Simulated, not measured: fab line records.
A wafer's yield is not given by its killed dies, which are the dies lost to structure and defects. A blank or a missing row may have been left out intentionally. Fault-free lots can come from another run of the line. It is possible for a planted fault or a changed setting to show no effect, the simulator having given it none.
Split-lot trial | flow n5-finfet | route with 1938 steps; 7 lots, 39 wafers read

== THE SPLIT ==
At N5_BEOL_M0_SAQP_SPACER1_ALD_98 (deposits SiO2, target thk 12.8 nm, pulse time 1 s, purge time 2 s), the setting ald-cycles was moved away from the recipe's 138 on 9 of the 39 wafers read, by -50.0% to +46.4%. All remaining wafers had this setting at the recipe value.

== FROM THE SPLIT TO THE READING: what the file shows between them, 2 steps ==
- N5_BEOL_M0_SAQP_SPACER1_ETCHBACK_99: etches SiO2 in CHF3/O2, target depth 15.4 nm, time 7.7 s
- N5_BEOL_M0_SAQP_MANDREL1_REMOVE_100: chemistry HBr/Cl2/O2, target a-Si, stops on SiNx, bt time 10 s

== THE READING ==
cd-nm, in nm, at N5_BEOL_M0_SAQP_CD_MEAS_25 (target cd 13.1 nm). On this fab line, fault-free wafers typically give 12.85 nm with a standard deviation of 0.2 nm.

wafer  | tool, chamber at the split | ald-cycles as run | against the recipe | cd-nm, nm | against lot-mates on the recipe
L074.1 | ald-sin-02, 0,3,3          | 138               | recipe             | 13.18     | -
L074.2 | ald-sin-02, 2              | 193               | +39.9%             | 17.89     | +4.90
L074.3 | ald-sin-02, 0,3,3          | 138               | recipe             | 12.98     | -
L074.4 | ald-sin-02, 1              | 193               | +39.9%             | 18.30     | +5.31
L074.5 | ald-sin-02, 2              | 193               | +39.9%             | 18.28     | +5.29
L074.6 | ald-sin-02, 0,3,3          | 138               | recipe             | 12.80     | -
L075.1 | ald-sin-04, 1,2,0,3,1,0    | 138               | recipe             | 12.69     | -
L075.2 | ald-sin-04, 1,2,0,3,1,0    | 138               | recipe             | 13.22     | -
L075.3 | ald-sin-04, 1,2,0,3,1,0    | 138               | recipe             | 13.00     | -
L075.4 | ald-sin-04, 1,2,0,3,1,0    | 138               | recipe             | 13.04     | -
L075.5 | ald-sin-04, 1,2,0,3,1,0    | 138               | recipe             | 12.94     | -
L075.6 | ald-sin-04, 1,2,0,3,1,0    | 138               | recipe             | 12.76     | -
L077.1 | ald-sin-04, 1,3,3          | 138               | recipe             | 12.69     | -
L077.2 | ald-sin-04, 1,3,3          | 138               | recipe             | 13.09     | -
L077.6 | ald-sin-04, 1,3,3          | 138               | recipe             | 12.66     | -
L079.1 | ald-sin-03, 2,1,0,3,2,3    | 138               | recipe             | 12.91     | -
L079.2 | ald-sin-03, 2,1,0,3,2,3    | 138               | recipe             | 13.23     | -
L079.3 | ald-sin-03, 2,1,0,3,2,3    | 138               | recipe             | 12.92     | -
L079.4 | ald-sin-03, 2,1,0,3,2,3    | 138               | recipe             | 12.58     | -
L079.5 | ald-sin-03, 2,1,0,3,2,3    | 138               | recipe             | 12.63     | -
L079.6 | ald-sin-03, 2,1,0,3,2,3    | 138               | recipe             | 12.75     | -
L088.1 | ald-sin-03, 3,1,0          | 138               | recipe             | 12.74     | -
L088.2 | ald-sin-03, 0,2,1          | 202               | +46.4%             | 18.59     | +5.62
L088.3 | ald-sin-03, 0,2,1          | 202               | +46.4%             | 19.02     | +6.05
L088.4 | ald-sin-03, 3,1,0          | 138               | recipe             | 13.27     | -
L088.5 | ald-sin-03, 0,2,1          | 202               | +46.4%             | 18.88     | +5.91
L088.6 | ald-sin-03, 3,1,0          | 138               | recipe             | 12.91     | -
L093.1 | ald-sin-03, 3,2,0          | 138               | recipe             | 12.79     | -
L093.2 | ald-sin-03, 3,2,0          | 138               | recipe             | 13.09     | -
L093.3 | ald-sin-03, 1,3,0          | 69                | -50.0%             | 6.45      | -6.34
L093.4 | ald-sin-03, 3,2,0          | 138               | recipe             | 12.48     | -
L093.5 | ald-sin-03, 1,3,0          | 69                | -50.0%             | 6.62      | -6.17
L093.6 | ald-sin-03, 1,3,0          | 69                | -50.0%             | 6.50      | -6.29
L097.1 | ald-sin-02, 0,3,1,3,0,1    | 138               | recipe             | 12.94     | -
L097.2 | ald-sin-02, 0,3,1,3,0,1    | 138               | recipe             | 13.07     | -
L097.3 | ald-sin-02, 0,3,1,3,0,1    | 138               | recipe             | 12.56     | -
L097.4 | ald-sin-02, 0,3,1,3,0,1    | 138               | recipe             | 12.44     | -
L097.5 | ald-sin-02, 0,3,1,3,0,1    | 138               | recipe             | 13.07     | -
L097.6 | ald-sin-02, 0,3,1,3,0,1    | 138               | recipe             | 13.10     | -
If several chambers appear in one row, that row covers several wafers at once and the file leaves open which wafer was in which chamber.

THE FIT
A straight line over all 39 wafers: cd-nm changes by +0.129 nm for each +1% of ald-cycles; r = +1.00; the points scatter about the line by 0.22 nm.
The same after taking each lot's own level away (the mean of its wafers on the recipe; 39 wafers): +0.127 nm for each +1%; r = +1.00; scatter 0.21 nm.
Per that fit: largest ald-cycles move, reading shift of 6.3 nm.
The lots' own levels span 12.787 to 12.987 nm, that is 1.0 times the standard deviation above.
The two slopes agree, so the slope changes little with the lot-to-lot level.
Check: with one of the wafers moved furthest among these (-50.0%) left out of the fit, the line predicts -6.32 nm for it against its lot-mates. Against them it came out at -6.34 nm.

== THE OTHER SPLITS THESE WAFERS WENT THROUGH ==
Other splits were also applied to these wafers ahead of the reading. Each is held against what the fit with the lots' levels taken away leaves over:
other split on the same wafers               | wafers away from the commonest value | r with cd-nm (lot level and that fit taken away)
N5_ZERO_LAYER_DEVELOP_10 develop-time-s      | 15                                   | +0.05
N5_STI_FIN_REVEAL_ETCHBACK_08 target-depth-a | 15                                   | -0.01

== THE WHOLE CHAIN: every reading that the file lists as answering this split, in the file's order ==
step                                | what it does                                                      | reading                                                                                     | change (the file's fit)               | r (the file's)
N5_BEOL_M0_SAQP_SPACER1_ALD_98      | deposits SiO2, target thk 12.8 nm, pulse time 1 s, purge time 2 s | SiO2_of_BEOL_M0_SAQP_SPACER1_ALD_98.thk-nm (the simulator's own value, which no gauge read) | +0.129 nm for each +1% of the setting | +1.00
N5_BEOL_M0_SAQP_MANDREL1_REMOVE_100 | chemistry HBr/Cl2/O2, target a-Si, stops on SiNx, bt time 10 s    | SiO2_of_BEOL_M0_SAQP_SPACER1_ALD_98.thk-nm (the simulator's own value, which no gauge read) | +0.113 nm for each +1% of the setting | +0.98
N5_BEOL_M0_SAQP_MANDREL1_REMOVE_100 | chemistry HBr/Cl2/O2, target a-Si, stops on SiNx, bt time 10 s    | BEOL_M0_SAQP.cd-nm (the simulator's own value, which no gauge read)                         | +0.128 nm for each +1% of the setting | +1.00
N5_BEOL_M0_SAQP_CD_MEAS_25          | target cd 13.1 nm                                                 | cd-nm                                                                                       | +0.127 nm for each +1% of the setting | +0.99

== THE FILE'S OWN FIT ==
cd-nm changes by +0.127 nm for each +1% of ald-cycles, r = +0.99.
